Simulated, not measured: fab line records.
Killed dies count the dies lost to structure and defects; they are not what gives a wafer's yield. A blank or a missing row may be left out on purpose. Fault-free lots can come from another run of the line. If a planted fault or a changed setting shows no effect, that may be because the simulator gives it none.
A lot that was struck, set against a sound lot :: flow nand_harc :: 25 out of 1302 route steps
Sound: the wafers L637.1, L637.3, L637.4. Wafers L651.3, L651.4, L651.5 were the ones struck. At the end, the cause is stated.
Per side, at each step with rows, come the tool, then ch with its chambers, and then its first start. Under that, the readings that differ: sound wafers :: struck wafers :: difference of the means :: sigmas: that difference in standard deviations of wafers without a fault.
alike: words and numbers the same on both sides, and readings whose means are apart by under 2 such deviations; not compared: readings that were withheld, readings missing a value for some wafer, numbers with overlapping values and no deviation given by the record, and bounds like >300 which may hide the same value.
The two part at a step that has a row with sigmas, a row that says differs or no value, or rows on one side only. Numbers that don't overlap but have no deviation are shown without sigmas and don't part them. Lack of a reading on every wafer of one side parts them only where that side has two or more wafers.

first, 12 steps without rows for these wafers: NHARC_P_STI_ETCH_26 (etches SiO2 in dHF, target depth 11 nm); NHARC_P_STI_PRECLEAN_27 (cleans in SC1); NHARC_P_STI_SRD_28; NHARC_P_STI_OXIDE_29 (material SiO2, target thk 10 nm, ox time 1362 s); NHARC_P_STI_HM_DEP_30 (deposits Si3N4, target thk 80 nm, time 873 s); NHARC_P_STI_DEHYDRATE_01 (time 120 s); NHARC_P_STI_HMDS_02 (time 30 s); NHARC_P_STI_COAT_41 (time 65 s); NHARC_P_STI_COAT_03 (resist thk 600 nm); NHARC_P_STI_SOFTBAKE_04 (time 70 s); NHARC_P_STI_EBR_05; NHARC_P_STI_EXPOSE_06 (exposes mask P STI, target cd 200 nm).
NHARC_P_STI_PEB_07: peb time 80 s.
  sound on litho_track-07 ch 0, day 5 09:08; struck on litho_track-07 ch 0, day 11 02:57
reading: heater_power_total_W (W)
sound: 189.2 190.7 188.9
struck: 200.8 198.6 198.5
difference: +9.7
sigmas: +12

reading: plate_temp_C (C)
sound: 127.98 128.02 128.03
struck: 133.14 132.80 133.21
difference: +5.04
sigmas: +42
  alike: exhaust_pa, resist_line_temp_C
then, 1 step without rows for these wafers: NHARC_P_STI_DEVELOP_08 (time 50 s).
NHARC_P_STI_CD_MEAS_09: target cd 200 nm.
  sound on cd_sem-03 ch 0, day 5 09:13; struck on cd_sem-03 ch 0, day 11 03:02
reading: cd_nm (nm)
sound: 197.1 197.3 195.6
struck: 232.3 232.5 229.1
difference: +34.6
sigmas: +20
NHARC_P_STI_OVL_MEAS_10:
  sound on overlay-01, day 5 09:19; struck on overlay-01, day 11 03:08
  alike: overlay_x_nm, overlay_y_nm
NHARC_P_STI_INSPECT_11:
  sound on defect_inspect-02, day 5 09:21; struck on defect_inspect-02, day 11 03:10
  alike: raw_defect_count
then, 1 step without rows for these wafers: NHARC_P_STI_HARDBAKE_13 (time 65 s).
NHARC_P_STI_DESCUM_14: chemistry O2, time 3 s.
  sound on rie_diel-01 ch 0,1,2, day 5 09:29; struck on rie_diel-01 ch 0,1, day 11 03:18
reading: model.P_STI.cd_nm (nm)
sound: 196.6 198.1 195.2
struck: 232.4 233.3 229.4
difference: +35.1
sigmas: 
  alike: drypump_motor_current_A, mfc_ar_sccm, o2_flow_sccm, oes_product_au, rf_vpp_V, showerhead_plenum_p_Torr, throttle_valve_pct
  not compared: rf_hours_counter_h
NHARC_P_STI_ETCH_42: etches the open film in N2/H2, target depth 80 nm, overetch 24 nm, time 61 s.
  sound on rie_diel-01 ch 0,1,3, day 5 09:34; struck on rie_diel-01 ch 2,3, day 11 03:23
  alike: drypump_motor_current_A, mfc_ar_sccm, oes_product_au, rf_vpp_V, showerhead_plenum_p_Torr, throttle_valve_pct
  not compared: rf_hours_counter_h
NHARC_P_STI_ETCH_31: etches the open film in CF4/CHF3, target depth 108.9 nm, time 54.5 s.
  sound: rie_diel-01 ch 0,1,2; struck: rie_diel-01 ch 0,1,3
  alike: drypump_motor_current_A, mfc_ar_sccm, oes_product_au, rf_vpp_V, showerhead_plenum_p_Torr, throttle_valve_pct
  not compared: rf_hours_counter_h
NHARC_P_STI_ETCH_15: etches the open film in HBr/Cl2, target depth 300 nm, time 100.1 s.
  sound on rie_si-06 ch 0,1,3, day 5 09:46; struck on rie_si-06 ch 1,3, day 11 03:35
reading: model.P_STI.cd_nm (nm)
sound: 197.6 198.4 196.1
struck: 232.8 232.1 229.3
difference: +34.0
sigmas: 
  alike: drypump_motor_current_A, hbr_flow_sccm, oes_product_au, throttle_valve_pct
  not compared: rf_hours_counter_h
NHARC_P_STI_CD_MEAS_16:
  sound on cd_sem-03, day 5 09:55; struck on cd_sem-03, day 11 03:44
reading: cd_nm (nm)
sound: 197.6 198.4 196.1
struck: 233.0 232.3 229.2
difference: +34.1
sigmas: +19
NHARC_P_STI_OCD_MEAS_17:
  sound on ocd-01, day 5 10:01; struck on ocd-02, day 11 03:49
reading: trench_foot_cd_nm (nm)
sound: 154.8 156.4 152.9
struck: 190.4 190.0 186.5
difference: +34.3
sigmas: +18
  alike: trench_depth_nm
then, 1 step without rows for these wafers: NHARC_P_STI_STRIP_19 (strips in SPM, time 900 s).

WHERE THEY PART
Earliest at NHARC_P_STI_PEB_07; latest, in this record, at NHARC_P_STI_OCD_MEAS_17.

WHY: whatever the simulator had introduced
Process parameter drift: litho_track-07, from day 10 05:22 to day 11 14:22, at NHARC_P_STI_PEB_07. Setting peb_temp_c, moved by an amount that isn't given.
